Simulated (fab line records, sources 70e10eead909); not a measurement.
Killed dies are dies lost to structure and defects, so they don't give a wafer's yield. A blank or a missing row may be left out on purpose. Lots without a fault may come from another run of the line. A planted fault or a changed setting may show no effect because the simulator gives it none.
Chamber matching | flow nand_harc | NHARC_A_CHANNEL_HOLE_D2_ETCH_44 on rie_diel-11: 4 sister chambers
The step etches the open film in CF4/O2, target depth 140 nm, overetch 14 nm, time 77 s. 8 wafers are shown with their chamber, then 8 later ones without.

WAFERS WITH THEIR CHAMBER
wafer  | chamber | showerhead_plenum_p_Torr (Torr) | drypump_motor_current_A (A)
L080.3 | 0       | 1.38                            | 6.0
L080.5 | 2       | 1.29                            | 5.9
L086.1 | 0       | 1.37                            | 6.0
L086.4 | 3       | 1.31                            | 5.6
L089.1 | 2       | 1.29                            | 5.9
L089.3 | 3       | 1.31                            | 5.6
L089.6 | 1       | 1.28                            | 6.2
L092.4 | 1       | 1.28                            | 6.3

WAFERS WITHOUT THEIR CHAMBER
wafer  | showerhead_plenum_p_Torr (Torr) | drypump_motor_current_A (A)
L092.5 | 1.31                            | 5.6
L092.6 | 1.37                            | 6.0
L096.2 | 1.28                            | 6.3
L096.3 | 1.37                            | 5.9
L096.4 | 1.31                            | 5.6
L097.1 | 1.37                            | 5.9
L097.2 | 1.29                            | 5.9
L097.5 | 1.29                            | 5.9

WHICH CHAMBER EACH WENT THROUGH
wafer  | from the rows above | in truth
L092.5 | 3                   | 3
L092.6 | 0                   | 0
L096.2 | 1                   | 1
L096.3 | 0                   | 0
L096.4 | 3                   | 3
L097.1 | 0                   | 0
L097.2 | 2                   | 2
L097.5 | 2                   | 2
Placed correctly: 8 of 8. Can't be placed from these rows: 0. Placed wrongly: 0.
How it was worked out, from the rows above alone: a wafer's distance from a chamber is the root of the sum, over the readings, of the square of ((its reading less the chamber's mean) divided by the reading's scatter). The wafer belongs to the nearest chamber; if the next one is less than 2 further off, it can't be placed. A chamber's mean is the mean of its shown wafers. The scatter: the root of (the sum of the squares of (reading less its chamber's mean) over the shown wafers, divided by (wafers less chambers)).
